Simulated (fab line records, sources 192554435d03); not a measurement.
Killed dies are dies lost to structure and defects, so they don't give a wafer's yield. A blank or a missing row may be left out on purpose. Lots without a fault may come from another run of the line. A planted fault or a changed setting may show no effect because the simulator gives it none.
fab line records | flow n5_finfet | part 2 of 2: steps 24 to 29 of 29
record lots=5 wafers=15 last_day=19
route steps=1938 shown BEOL_M5@1128
lots that met no fault: from a run of the same line without faults
start_h: hours from the record's first day to the start of the lot's first wafer shown | wait_h: hours since the lot's step before | " the same as in the row above | L1.1+2: a row that stands for several wafers | - no value, or no start given | * or withheld: withheld | < > ~ a bound
route shown NAME@n: a module of which the file shows steps, and the number in the route of the first | usual: mean/standard deviation of fault-free wafers | same: alike in all rows | chamber/n: place in a boat | sites: the reading at each site | _std_site: their standard deviation | _edge_site: outer sites' mean less inner sites' | radius_mm: how far each site lies from the wafer's centre | mask NAME#n: copy n | behind: the tool/chamber that last shaped the wafer | hold: why the lot was held/for how many hours/how that ended | device: the transistor (n, p or np) that didn't switch | end of line: the same wafers' tests at the end of the route | a step without rows: its recipe alone | killed: dies lost to structure and defects at the first sort, not the wafer's yield | map: a wafer's dies, x killed, . not, _ none there
set.NAME: the setting as run; set.NAME@STEP: as run at that earlier step | model.NAME: the simulator's own value behind a step, which no gauge read
lots at some steps of the route; a table a step, a row a wafer
services: from which hour (start_h, from the record's first day; less than 0 if before it) a tool's chamber was out of use, for how many hours, and why
## steps
# step N5_BEOL_M5_DESCUM_33
# recipe chemistry=O2 time_s=7 source_power_w=50 bias_power_w=20 pressure_mtorr=20 rf_frequency_hz=2.712e+07 temp_c=40 resist=CAR-EUV o2_flow_sccm=225
# usual drypump_motor_current_A=5.7/0.35 oes_product_au=0.76/0.075 rf_vpp_V=243.4/1.4 showerhead_plenum_p_Torr=2.11/0.074 throttle_valve_pct=20.64/0.22
# columns lot.wafer tool chamber start_h wait_h drypump_motor_current_A oes_product_au rf_hours_counter_h rf_vpp_V showerhead_plenum_p_Torr throttle_valve_pct
L074.1 rie_diel-02 3 191.33 0.4 5.1 0.95 22 244.8 2.25 20.63
L074.4 " 1 " " 5.6 0.73 189 243.5 2.17 20.71
L074.5 " 0 " " 5.8 0.86 - 243.4 2.05 20.08
L082.1 rie_diel-01 3 236.20 0.3 6.5 0.72 196 241.6 1.98 20.47
L082.2 " 0 " " 5.8 0.71 200 242.9 2.10 20.80
L082.3 " 1 " " 6.0 0.74 195 243.4 2.08 20.69
L087.3 rie_diel-02 0 287.99 0.0 5.8 0.84 79 242.8 2.04 20.11
L087.4 " 2 " " 5.6 0.69 221 242.7 2.04 20.66
L087.5 " 2 " " 5.6 0.69 - 243.7 2.04 20.64
L089.1 rie_diel-03 2 296.47 0.0 5.3 0.73 176 243.7 2.08 20.82
L089.3 " 1 " " 5.9 0.88 29 246.6 2.22 20.50
L089.6 " 1 " " 5.9 0.88 - 245.0 2.22 20.51
L095.2 rie_diel-01 1 342.21 3.0 6.1 0.71 233 241.8 2.06 20.74
L095.3 " 2 " " 5.5 0.69 - 244.3 2.14 20.83
L095.6 " 1 " " 6.1 0.71 - 243.1 2.06 20.74
# step N5_BEOL_M5_ETCH_75
# recipe chemistry=N2/H2 target=underlayer target_depth_a=65 mask_material=CAR-EUV time_s=5.2 ion_energy_ev=200 pressure_mtorr=30 source_w=840 bias_w=150 n2_flow_sccm=200 h2_flow_sccm=200 ends=cleared
# usual drypump_motor_current_A=5.7/0.35 etch_rf_on_time_s=5.18/0.12 oes_product_au=0.64/0.064 rf_vpp_V=524.2/2.6 showerhead_plenum_p_Torr=2.56/0.082 throttle_valve_pct=18.09/0.22
# columns lot.wafer tool chamber start_h wait_h drypump_motor_current_A etch_rf_on_time_s oes_product_au rf_hours_counter_h rf_vpp_V showerhead_plenum_p_Torr throttle_valve_pct
L074.1 rie_diel-02 3 191.37 0.0 5.1 5.10 0.80 22 526.9 2.70 17.82
L074.4 " 1 " " 5.6 5.44 0.60 189 528.9 2.64 18.14
L074.5 " 0 " " 5.8 5.23 0.72 - 521.9 2.49 17.53
L082.1 rie_diel-01 3 236.24 0.0 6.5 5.11 0.62 196 521.0 2.43 18.07
L082.2 " 0 " " 5.7 5.22 0.60 200 524.1 2.53 18.22
L082.3 " 1 " " 6.1 5.29 0.62 195 525.3 2.53 18.23
L087.3 rie_diel-02 0 288.03 0.0 5.8 5.24 0.70 79 520.8 2.48 17.54
L087.4 " 2 " " 5.7 5.08 0.61 221 524.4 2.51 18.20
L087.5 " 2 " " 5.7 5.13 0.59 - 523.3 2.51 18.21
L089.1 rie_diel-03 2 296.50 0.0 5.3 5.18 0.61 176 524.7 2.52 18.07
L089.3 " 1 " " 6.0 4.98 0.76 29 527.9 2.70 17.97
L089.6 " 1 " " 5.9 4.98 0.75 - 526.8 2.70 18.01
L095.2 rie_diel-01 1 342.26 0.0 6.1 5.22 0.60 233 520.8 2.51 18.33
L095.3 " 2 " " 5.5 5.15 0.60 - 525.6 2.63 18.28
L095.6 " 1 " " 6.1 5.25 0.60 - 523.7 2.51 18.31
# step N5_BEOL_M5_ETCH_67
# recipe chemistry=CF4 target=SiARC target_depth_a=156 mask_material=CAR-EUV time_s=26 ion_energy_ev=80 pressure_mtorr=40 source_w=545 bias_w=36 Ar_flow_sccm=100 cf4_flow_sccm=100 ends=cleared
# usual drypump_motor_current_A=5.7/0.35 etch_rf_on_time_s=26.0/0.55 oes_product_au=0.64/0.063 rf_vpp_V=184.0/1.1 showerhead_plenum_p_Torr=2.16/0.067 throttle_valve_pct=15.83/0.21
# columns lot.wafer tool chamber start_h wait_h drypump_motor_current_A etch_rf_on_time_s oes_product_au rf_hours_counter_h rf_vpp_V showerhead_plenum_p_Torr throttle_valve_pct
L074.1 rie_diel-02 3 191.38 0.0 5.1 25.9 0.80 22 185.9 2.29 15.67
L074.4 " 1 " " 5.6 27.4 0.60 189 184.7 2.21 15.81
L074.5 " 0 " " 5.8 26.5 0.72 - 181.0 2.10 15.29
L082.1 rie_diel-01 3 236.25 0.0 6.4 25.9 0.62 196 183.4 2.04 15.75
L082.2 " 0 " " 5.7 25.9 0.61 200 184.3 2.13 15.90
L082.3 " 1 " " 6.0 26.3 0.63 195 182.2 2.12 15.88
L087.3 rie_diel-02 0 288.05 0.0 5.8 26.1 0.70 79 183.0 2.09 15.34
L087.4 " 2 " " 5.7 25.5 0.61 221 183.9 2.13 16.04
L087.5 " 2 " " 5.6 25.3 0.61 - 184.4 2.13 16.03
L089.1 rie_diel-03 2 296.52 0.0 5.3 25.4 0.63 176 183.6 2.13 15.97
L089.3 " 1 " " 5.9 24.8 0.77 29 183.6 2.25 15.61
L089.6 " 1 " " 6.0 24.7 0.77 - 185.0 2.25 15.60
L095.2 rie_diel-01 1 342.28 0.0 6.0 26.4 0.60 233 182.0 2.11 15.97
L095.3 " 2 " " 5.5 25.5 0.60 - 185.1 2.19 16.11
L095.6 " 1 " " 6.0 26.3 0.60 - 183.4 2.11 15.97
# step N5_BEOL_M5_ETCH_68
# recipe chemistry=N2/H2 target=SOC target_depth_a=800 overetch_a=160 mask_material=SiARC temp_c=40 time_s=120 ion_energy_ev=200 pressure_mtorr=30 source_w=840 bias_w=150 n2_flow_sccm=200 h2_flow_sccm=200
# usual drypump_motor_current_A=5.7/0.35 oes_product_au=0.58/0.054 rf_vpp_V=524.3/2.5 showerhead_plenum_p_Torr=2.56/0.082 throttle_valve_pct=18.05/0.22
# columns lot.wafer tool chamber start_h wait_h drypump_motor_current_A oes_product_au rf_hours_counter_h rf_vpp_V showerhead_plenum_p_Torr throttle_valve_pct
L074.1 rie_diel-02 3 191.41 0.0 5.0 0.71 22 528.4 2.70 17.81
L074.4 " 1 " " 5.6 0.56 189 526.8 2.64 18.11
L074.5 " 0 " " 5.8 0.66 - 522.3 2.49 17.49
L082.1 rie_diel-01 3 236.28 0.0 6.5 0.55 196 519.5 2.43 18.04
L082.2 " 0 " " 5.7 0.54 200 522.6 2.54 18.15
L082.3 " 1 " " 6.0 0.57 195 523.9 2.53 18.19
L087.3 rie_diel-02 0 288.07 0.0 5.8 0.63 79 521.3 2.48 17.52
L087.4 " 2 " " 5.7 0.54 221 522.9 2.51 18.15
L087.5 " 2 " " 5.6 0.54 - 523.4 2.51 18.18
L089.1 rie_diel-03 2 296.55 0.0 5.3 0.55 176 523.4 2.52 18.05
L089.3 " 1 " " 5.9 0.67 29 530.1 2.70 17.97
L089.6 " 1 " " 5.9 0.67 - 528.7 2.70 17.96
L095.2 rie_diel-01 1 342.33 0.0 6.0 0.55 233 523.4 2.51 18.26
L095.3 " 2 " " 5.5 0.54 - 527.0 2.62 18.26
L095.6 " 1 " " 6.1 0.55 - 522.6 2.51 18.26
# step N5_BEOL_M5_STRIP_69
# recipe chemistry=N2/H2 temp_c=40 n2_flow_sccm=200 h2_flow_sccm=200 rf_frequency_hz=6e+07
# columns lot.wafer tool chamber start_h wait_h
L074.1+4+5 rie_diel-02 3,1,0 191.49 0.0
L082.1+2+3 rie_diel-01 3,0,1 236.91 0.6
L087.3+4+5 rie_diel-02 0,2,2 288.15 0.0
L089.1+3+6 rie_diel-03 2,1,1 296.63 0.0
L095.2+3+6 rie_diel-01 1,2,1 342.45 0.1
# step N5_BEOL_M5_STRIP_76
# recipe chemistry=N2/H2 temp_c=40 n2_flow_sccm=200 h2_flow_sccm=200 rf_frequency_hz=6e+07
# columns lot.wafer tool chamber start_h wait_h
L074.1+4+5 rie_diel-02 3,1,0 191.50 0.0
L082.1+2+3 rie_diel-01 3,0,1 236.92 0.0
L087.3+4+5 rie_diel-02 0,2,2 288.16 0.0
L089.1+3+6 rie_diel-03 2,1,1 296.64 0.0
L095.2+3+6 rie_diel-01 1,2,1 342.46 0.0
## services
# columns tool chamber start_h hours kind
euv_scanner-01 - 172.58 1.0 pm
euv_scanner-02 - 173.62 2.0 repair
euv_scanner-02 - 179.08 4.6 pm
euv_scanner-02 - 202.62 1.0 pm
euv_scanner-01 - 228.73 1.0 pm
rie_metal-01 - 238.53 0.7 repair
rie_diel-03 - 238.74 15.6 pm
rie_diel-02 - 241.28 5.4 repair
rie_metal-01 0 257.63 - clean
rie_metal-01 0 257.63 19.7 scheduled_down
euv_scanner-02 - 258.76 1.0 pm
rie_diel-03 0 260.05 1.3 repair
euv_scanner-01 0 272.31 - calibration
euv_scanner-01 - 279.55 4.6 pm
euv_scanner-01 - 284.88 1.0 pm
rie_metal-01 - 308.64 2.8 pm
euv_scanner-02 - 314.91 1.0 pm
litho_track-04 - 315.92 - consumable_replace:filter
litho_track-01 - 323.36 - consumable_replace:filter
rie_diel-03 - 329.81 14.6 pm
rie_metal-02 0 330.54 9.5 repair
rie_diel-01 - 333.19 2.8 pm
euv_scanner-02 - 335.31 5.8 pm
euv_scanner-01 - 341.13 1.0 pm
